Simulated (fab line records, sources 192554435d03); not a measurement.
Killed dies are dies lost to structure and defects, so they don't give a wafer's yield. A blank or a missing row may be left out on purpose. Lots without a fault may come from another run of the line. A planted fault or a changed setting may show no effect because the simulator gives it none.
Chamber matching | flow n5_finfet | N5_GATE_CUT_PECVD_57 on pecvd-03: 3 sister chambers
The step deposits SiNx from SiH4/NH3/N2, target thk 21 nm. 14 wafers are shown with their chamber, then 7 later ones without.

WAFERS WITH THEIR CHAMBER
wafer  | chamber | showerhead_plenum_p_Torr (Torr) | throttle_valve_pct (%) | heater_power_w (W)
L078.1 | 2       | 5.18                            | 38.4                   | 733
L078.2 | 1       | 5.22                            | 39.8                   | 733
L078.4 | 0       | 5.08                            | 41.1                   | 732
L081.2 | 0       | 5.09                            | 40.8                   | 710
L081.4 | 1       | 5.21                            | 39.5                   | 775
L081.5 | 0       | 5.09                            | 40.9                   | 695
L082.1 | 2       | 5.20                            | 38.5                   | 726
L082.3 | 0       | 5.08                            | 41.3                   | 696
L082.6 | 0       | 5.09                            | 41.1                   | 694
L083.1 | 2       | 5.19                            | 38.7                   | 740
L083.2 | 1       | 5.22                            | 39.5                   | 692
L083.3 | 0       | 5.09                            | 41.1                   | 755
L084.2 | 2       | 5.20                            | 38.7                   | 659
L084.5 | 2       | 5.19                            | 38.5                   | 655

SIGNATURES (means of the wafers above)
reading                  | chamber 0 | chamber 1 | chamber 2 | scatter within a chamber
showerhead_plenum_p_Torr | 5.0867    | 5.2167    | 5.1920    | 0.00661
throttle_valve_pct       | 41.050    | 39.600    | 38.560    | 0.162
heater_power_w           | 713.67    | 733.33    | 702.60    | 35.1
Rule: a wafer's distance from a chamber is the root of the sum, over the readings, of the square of ((its reading less the chamber's mean) divided by the reading's scatter). The wafer belongs to the nearest chamber; if the next one is less than 2 further off, it can't be placed. The scatter: the root of (the sum of the squares of (reading less its chamber's mean) over the shown wafers, divided by (wafers less chambers)).

WAFERS WITHOUT THEIR CHAMBER
wafer  | showerhead_plenum_p_Torr (Torr) | throttle_valve_pct (%) | heater_power_w (W)
L084.6 | 5.23                            | 39.5                   | 761
L087.1 | 5.18                            | 38.5                   | 693
L087.3 | 5.21                            | 39.6                   | 716
L087.5 | 5.20                            | 38.6                   | 727
L097.1 | 5.19                            | 38.9                   | 745
L097.3 | 5.22                            | 39.5                   | 737
L097.5 | 5.19                            | 38.8                   | 767

WHICH CHAMBER EACH WENT THROUGH
wafer  | from the rows above | in truth
L084.6 | 1                   | 1
L087.1 | 2                   | 2
L087.3 | 1                   | 1
L087.5 | 2                   | 2
L097.1 | 2                   | 2
L097.3 | 1                   | 1
L097.5 | 2                   | 2
Placed correctly: 7 of 7. Can't be placed from these rows: 0. Placed wrongly: 0.
